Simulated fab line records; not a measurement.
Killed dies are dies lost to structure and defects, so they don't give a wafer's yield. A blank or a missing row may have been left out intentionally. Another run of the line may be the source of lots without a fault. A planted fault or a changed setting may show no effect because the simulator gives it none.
Struck lot and sound lot, side by side :: flow nand-harc :: 14 out of 1302 route steps
Sound: the wafers L934.1, L934.3, L934.5. Struck: wafer L926.2; the same lot's L926.6 was not struck, so it is left out; see the end for the cause.
Each step with rows lists, per side, the tool, then ch with its chambers, then its first start. Under that, the readings that differ: sound wafers :: struck wafers :: difference of the means :: sigmas: that difference in standard deviations of wafers without a fault.
alike: readings whose means differ by less than 2 such deviations, and words and numbers that are the same on both sides. not compared: withheld readings, readings that some wafer has no value for, bounds like >300 that may hide the same value, and numbers for which the record gives no deviation and whose values overlap.
Wherever a step has rows on one side only, a row that says differs or no value, or a row with sigmas, the two part there. Numbers that don't overlap but have no deviation are shown without sigmas and don't part them. A reading that every wafer of one side lacks parts them only if that side has two wafers or more.

first, 6 steps without rows for these wafers: NHARC_A_STAIRCASE_EXPOSE_214 (exposes mask STAIR 3); NHARC_A_STAIRCASE_PEB_215 (peb time 130 s); NHARC_A_STAIRCASE_DEVELOP_216 (time 140 s); NHARC_A_STAIRCASE_HARDBAKE_218 (time 140 s); NHARC_A_STAIRCASE_DESCUM_219 (chemistry O2, time 3 s); NHARC_A_STAIRCASE_TRIM_220 (chemistry O2, time 211.2 s).
NHARC_A_STAIRCASE_ETCH_221: etches the open film in C4F8/O2, target depth 100 nm, time 40.5 s.
  sound on rie-diel-03 ch 1,2; struck on rie-diel-12 ch 2
  alike: oes-product-au, rf-vpp-V
  not compared: rf-hours-counter-h
NHARC_A_STAIRCASE_TRIM_222: chemistry O2, time 211.2 s.
  sound on rie-diel-03 ch 0,2,3; struck on rie-diel-12 ch 3
  alike: drypump-motor-current-A, oes-product-au, rf-vpp-V, run-length-s, showerhead-plenum-p-Torr, throttle-valve-pct
  not compared: rf-hours-counter-h
NHARC_A_STAIRCASE_ETCH_223: etches the open film in C4F8/O2, target depth 100 nm, time 40.5 s.
  sound on rie-diel-03 ch 0,1,2; struck on rie-diel-12 ch 1
  alike: oes-product-au, rf-vpp-V
  not compared: rf-hours-counter-h
NHARC_A_STAIRCASE_TRIM_224: chemistry O2, time 211.2 s.
  sound on rie-diel-03 ch 2,3; struck on rie-diel-12 ch 2
  alike: drypump-motor-current-A, oes-product-au, rf-vpp-V, run-length-s, showerhead-plenum-p-Torr, throttle-valve-pct
  not compared: rf-hours-counter-h
NHARC_A_STAIRCASE_ETCH_225: etches the open film in C4F8/O2, target depth 100 nm, time 40.5 s.
  sound on rie-diel-03 ch 0,2; struck on rie-diel-12 ch 0
  alike: oes-product-au, rf-vpp-V
  not compared: rf-hours-counter-h
NHARC_A_STAIRCASE_TRIM_226: chemistry O2, time 211.2 s.
  sound on rie-diel-03 ch 1,2,3, day 24 15:43; struck on rie-diel-12 ch 1, day 20 20:10
reading: run-length-s (s)
sound: 232.30 231.91 232.81
struck: 171.48
difference: -60.86
sigmas: -99 or more
  alike: drypump-motor-current-A, oes-product-au, rf-vpp-V, showerhead-plenum-p-Torr, throttle-valve-pct
  not compared: rf-hours-counter-h
then, 1 step without rows for these wafers: NHARC_A_STAIRCASE_ETCH_227 (etches the open film in C4F8/O2, target depth 100 nm, time 40.5 s).
-- the record jumps here: 9 days lie between the struck wafers' starts before and after (it left off in module A_STAIRCASE and takes up again in module END, whose first step shown is number 1302 of the route) --
NHARC_END_SORT_01:
  the record has rows for the struck wafers here (prober-02 ch 0, day 29 12:20) and none for the sound ones

== WHERE THEY PART ==
At NHARC_A_STAIRCASE_TRIM_226 first; at NHARC_END_SORT_01 last (within this record only).

WHY: what had been put in by the simulator
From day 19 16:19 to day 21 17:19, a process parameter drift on rie-diel-12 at NHARC_A_STAIRCASE_TRIM_226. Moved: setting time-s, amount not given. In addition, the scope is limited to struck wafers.
